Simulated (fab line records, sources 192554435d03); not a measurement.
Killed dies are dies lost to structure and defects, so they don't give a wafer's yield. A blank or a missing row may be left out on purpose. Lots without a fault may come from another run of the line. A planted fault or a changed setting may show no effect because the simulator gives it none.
Chamber matching | flow n5_finfet | N5_MOL_CONTACT_COAG_ETCH_90 on rie_diel-01: 4 sister chambers
The step etches SiARC in CF4, target depth 13 nm, time 21.7 s. 16 wafers are shown with their chamber, then 8 later ones without.

WAFERS WITH THEIR CHAMBER
wafer  | chamber | drypump_motor_current_A (A) | throttle_valve_pct (%) | showerhead_plenum_p_Torr (Torr)
L074.1 | 2       | 5.3                         | 15.38                  | 2.08
L074.4 | 1       | 5.6                         | 15.75                  | 2.13
L074.5 | 3       | 5.3                         | 15.18                  | 2.08
L075.2 | 3       | 5.4                         | 15.17                  | 2.08
L075.4 | 2       | 5.3                         | 15.38                  | 2.08
L075.6 | 0       | 6.2                         | 16.00                  | 2.13
L076.1 | 1       | 5.6                         | 15.75                  | 2.13
L076.2 | 3       | 5.4                         | 15.18                  | 2.08
L076.4 | 2       | 5.3                         | 15.37                  | 2.08
L085.1 | 2       | 5.3                         | 15.41                  | 2.07
L085.3 | 1       | 5.6                         | 15.79                  | 2.12
L085.5 | 3       | 5.3                         | 15.21                  | 2.07
L093.1 | 3       | 5.3                         | 15.24                  | 2.07
L093.2 | 0       | 6.2                         | 16.07                  | 2.12
L093.3 | 1       | 5.7                         | 15.83                  | 2.12
L093.4 | 2       | 5.2                         | 15.44                  | 2.07

SIGNATURES (means of the wafers above)
reading                  | chamber 0 | chamber 1 | chamber 2 | chamber 3 | scatter within a chamber
drypump_motor_current_A  | 6.200     | 5.625     | 5.280     | 5.340     | 0.0479
throttle_valve_pct       | 16.0350   | 15.7800   | 15.3960   | 15.1960   | 0.0335
showerhead_plenum_p_Torr | 2.1250    | 2.1250    | 2.0760    | 2.0760    | 0.0057
Rule: a wafer's distance from a chamber is the root of the sum, over the readings, of the square of ((its reading less the chamber's mean) divided by the reading's scatter). The wafer belongs to the nearest chamber; if the next one is less than 2 further off, it can't be placed. The scatter: the root of (the sum of the squares of (reading less its chamber's mean) over the shown wafers, divided by (wafers less chambers)).

WAFERS WITHOUT THEIR CHAMBER
wafer  | drypump_motor_current_A (A) | throttle_valve_pct (%) | showerhead_plenum_p_Torr (Torr)
L093.5 | 5.4                         | 15.24                  | 2.07
L093.6 | 5.3                         | 15.46                  | 2.07
L096.1 | 5.3                         | 15.46                  | 2.06
L096.2 | 5.6                         | 15.83                  | 2.12
L096.3 | 6.2                         | 16.08                  | 2.11
L096.4 | 5.4                         | 15.26                  | 2.06
L096.5 | 5.3                         | 15.26                  | 2.06
L096.6 | 5.3                         | 15.48                  | 2.06

WHICH CHAMBER EACH WENT THROUGH
wafer  | from the rows above     | in truth
L093.5 | 3                       | 3
L093.6 | 2                       | 2
L096.1 | 2                       | 2
L096.2 | 1                       | 1
L096.3 | 0                       | 0
L096.4 | can't be placed: 3 or 2 | 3
L096.5 | can't be placed: 3 or 2 | 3
L096.6 | 2                       | 2
Placed correctly: 6 of 8. Can't be placed from these rows: 2 (the true chamber is among the candidates in 2). Placed wrongly: 0.
